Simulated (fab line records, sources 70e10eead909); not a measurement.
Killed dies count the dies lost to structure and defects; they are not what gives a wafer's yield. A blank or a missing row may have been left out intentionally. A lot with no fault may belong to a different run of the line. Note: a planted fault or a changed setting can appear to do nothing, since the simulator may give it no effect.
Chamber matching    flow nand-harc    NHARC_A_CHANNEL_FILL_D1_CMP_10 on cmp-03 has 4 sister chambers
The step polishes, target thk 150 nm. 4 wafers are shown with their chamber, then 8 later ones without.

== WAFERS WITH THEIR CHAMBER ==
wafer   chamber  time-to-endpoint-s (s)
L745.6  0        18.6
L750.1  3        14.8
L750.5  2        12.9
L755.2  1        12.5

== WAFERS WHOSE CHAMBER IS MISSING ==
wafer   time-to-endpoint-s (s)
L755.5  15.4
L755.6  10.1
L761.1  16.5
L761.2  16.0
L761.4  15.5
L763.1  16.6
L763.2  16.7
L763.5  16.3

== WHICH CHAMBER EACH WENT THROUGH ==
wafer   from the rows above                in truth
L755.5  can't be placed: 3 or 2 or 1 or 0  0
L755.6  can't be placed: 1 or 2 or 3       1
L761.1  can't be placed: 3 or 0 or 2 or 1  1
L761.2  can't be placed: 3 or 0 or 2 or 1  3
L761.4  can't be placed: 3 or 2 or 1 or 0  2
L763.1  can't be placed: 3 or 0 or 2 or 1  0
L763.2  can't be placed: 3 or 0 or 2 or 1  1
L763.5  can't be placed: 3 or 0 or 2 or 1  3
Correct placement for 0 of the 8. Can't be placed from these rows: 8 (the true chamber is among the candidates in 8). Number placed wrongly: 0.
How it was worked out, from the rows above alone: a wafer's distance from a chamber is the root of the sum, over the readings, of the square of ((its reading less the chamber's mean) divided by the reading's scatter). If the next closest chamber is less than 2 further off than the closest, the wafer can't be placed; otherwise it belongs to the closest. A chamber's mean is the mean of its shown wafers. The scatter: with one shown wafer a chamber, the root of the mean of the squares of how far each hidden wafer lies from its nearest shown one.
